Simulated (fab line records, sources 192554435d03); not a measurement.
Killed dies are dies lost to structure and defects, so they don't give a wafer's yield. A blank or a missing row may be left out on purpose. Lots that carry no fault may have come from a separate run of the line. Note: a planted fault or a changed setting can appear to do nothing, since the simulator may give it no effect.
Which tool was responsible? || flow n5_finfet || 33 wafers sampled from 11 lots at 1 step of a route of 1938

== WHAT THE GAUGES SHOWED, per wafer ==
N5_BEOL_M8_INSPECT_13: inspects for defects (brightfield). Usual: raw_defect_count 400, standard deviation 100.
{"lot": "L908", "measured": "day 8 23:16", "on": "defect_inspect-01", "raw_defect_count": "379 364 400", "flag": ""}
{"lot": "L907", "measured": "day 8 23:37", "on": "defect_inspect-01", "raw_defect_count": "504 309 383", "flag": ""}
{"lot": "L909", "measured": "day 9 17:32", "on": "defect_inspect-02", "raw_defect_count": "343 257 387", "flag": ""}
{"lot": "L910", "measured": "day 10 01:15", "on": "defect_inspect-02", "raw_defect_count": "351 350 328", "flag": ""}
{"lot": "L914", "measured": "day 11 01:02", "on": "defect_inspect-02", "raw_defect_count": "366 836 379", "flag": ""}
{"lot": "L915", "measured": "day 11 07:31", "on": "defect_inspect-01", "raw_defect_count": "390 383 283", "flag": ""}
{"lot": "L919", "measured": "day 12 06:29", "on": "defect_inspect-01", "raw_defect_count": "395 448 407", "flag": ""}
{"lot": "L920", "measured": "day 12 14:29", "on": "defect_inspect-02", "raw_defect_count": "303 430 275", "flag": ""}
{"lot": "L927", "measured": "day 14 21:29", "on": "defect_inspect-01", "raw_defect_count": "468 754 529", "flag": ""}
{"lot": "L928", "measured": "day 15 06:04", "on": "defect_inspect-02", "raw_defect_count": "533 544 448", "flag": ""}
{"lot": "L929", "measured": "day 15 13:26", "on": "defect_inspect-02", "raw_defect_count": "327 308 305", "flag": ""}

== TOOL THAT RAN EACH LOT (tool first, then ch and the chambers of the sampled wafers, then the start) ==
The record shows no process step preceding these readings.

== WHAT THE TOOLS THEMSELVES READ (means of the sampled wafers that have a number; where no wafer has one, the mark that the record gives instead) ==
The record holds no such reading with a usual standard deviation.

== THE ANSWER, worked out from the rows above alone ==
Rule: a lot is off if the mean of its wafers that have a number lies more than 3 standard deviations from the usual mean. Also off: a lot with no number at a reading for which 4 or more lots have one. Any other lot the step has rows for is counted as sound. Order of review: gauges by route order, followed by the tools' own readings, for which a lot's mean as printed above is used. The first step at which some lot is off is used, and at that step the reading that is off furthest; a lot without a number counts as furthest.
Across all readings shown, no lot is off: no conclusion can be drawn from this.

== WHAT THE SIMULATOR HAD PUT IN ==
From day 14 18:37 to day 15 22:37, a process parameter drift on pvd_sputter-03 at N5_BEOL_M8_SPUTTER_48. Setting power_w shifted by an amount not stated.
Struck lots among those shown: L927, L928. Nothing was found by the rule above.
